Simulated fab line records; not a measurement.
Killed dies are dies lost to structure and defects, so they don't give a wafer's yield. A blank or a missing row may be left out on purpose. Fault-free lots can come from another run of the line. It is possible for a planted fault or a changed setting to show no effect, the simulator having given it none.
Problem report in the 8D (eight disciplines) form, filled by code -- flow nand harc -- the parts of the form that need people (team, actions taken, sign-off) are left out

## 1. WHAT IS WRONG
NHARC_END_SORT_01, killed at array: mean 128 on 2 wafers (1 lot); fault-free wafers 55, standard deviation 17. Measured from the usual mean, that is +4.3 standard deviations.
Seen first at day 28 01:43 on prober-01, wafer L906.4. The record holds 3 wafers of 1 lot with a number at this step. Rule for "out" (also "out of limits"): further than 4 standard deviations from the usual mean. All remaining wafers that have a number are taken as sound.

## 2. WHAT IT IS AND WHAT IT IS NOT
question,is,is not
which readings at this step,killed at array,"killed at other, killed at periphery, killed open"
which lots,L906,-
which wafers of those lots,"L906.4, L906.5",L906.2
read on which gauges,prober-01,-
when,from day 28 01:43,up to then (1 sound wafer)

## 3. SUSPECTS, AND WHAT RULES EACH OUT
Counting: if a tool at a process step up to the reading ran every lot that is out, it stays a suspect. Sound lots after the first of them don't rule it out here, since some wafers of a struck lot are sound.
- the gauge at NHARC_END_SORT_01: kept. All the wafers that are out were read on prober-01, and no step on other tools shows them out.
- cvd w-02 at NHARC_A_WL_FILL_CVD_20 (deposits W, target thk 100 nm, time 74 s): kept. It ran the lot that is out, L906 (day 24 01:42).
- rie si-04 at NHARC_THIN_TSV_ETCH_15 (target depth 3000 nm, bosch target overetch cycles 2, bosch etch step 2.8 s): kept. It ran the lot that is out, L906 (day 26 19:32).
- The sound lot-mates ran in chamber 0 of cvd w-02 at NHARC_A_WL_FILL_CVD_20, but the wafers that are out ran in chamber 1.
The count leaves cvd w-02 at NHARC_A_WL_FILL_CVD_20, rie si-04 at NHARC_THIN_TSV_ETCH_15, and prober-01 at NHARC_END_SORT_01.

## 4. THE CAUSE (what the simulator had put in)
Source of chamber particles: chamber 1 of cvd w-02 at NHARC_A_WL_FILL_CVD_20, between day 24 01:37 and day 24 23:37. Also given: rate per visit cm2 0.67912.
Counting leaves 3 suspects; this tool is one of them.

## 5. SEQUENCE OF EFFECTS, ordered by route
One row per reading whose mean, taken over the struck wafers that have a number, lies over 3 standard deviations from the usual. Scope: only readings with a usual standard deviation given in the record; hours: median across lots of the time from each lot's start at the first step in this table that gives one to its start at this step; sigmas: change in usual standard deviations.
hours,step,reading,usual,on struck wafers,change,sigmas
0,NHARC_END_SORT_01,killed at array,55,128,+72,+4.3
0,NHARC_END_SORT_01,killed dies,59,130,+71,+3.9

## 6. WHAT WOULD HAVE CAUGHT IT SOONER
In this record the first reading out of limits at a measuring or inspecting step was taken at day 28 01:43, 96 hours after the fault began at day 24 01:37.
Of the tool readings at NHARC_A_WL_FILL_CVD_20 for which the record gives a usual standard deviation, none was out on any struck wafer, so an alarm limit of 4 standard deviations on them would not have fired.
Each of the lots that are out, 1 in all, had begun NHARC_A_WL_FILL_CVD_20 on cvd w-02 no later than day 28 01:43. Had the tool been put on hold then, not one of them would have been saved.
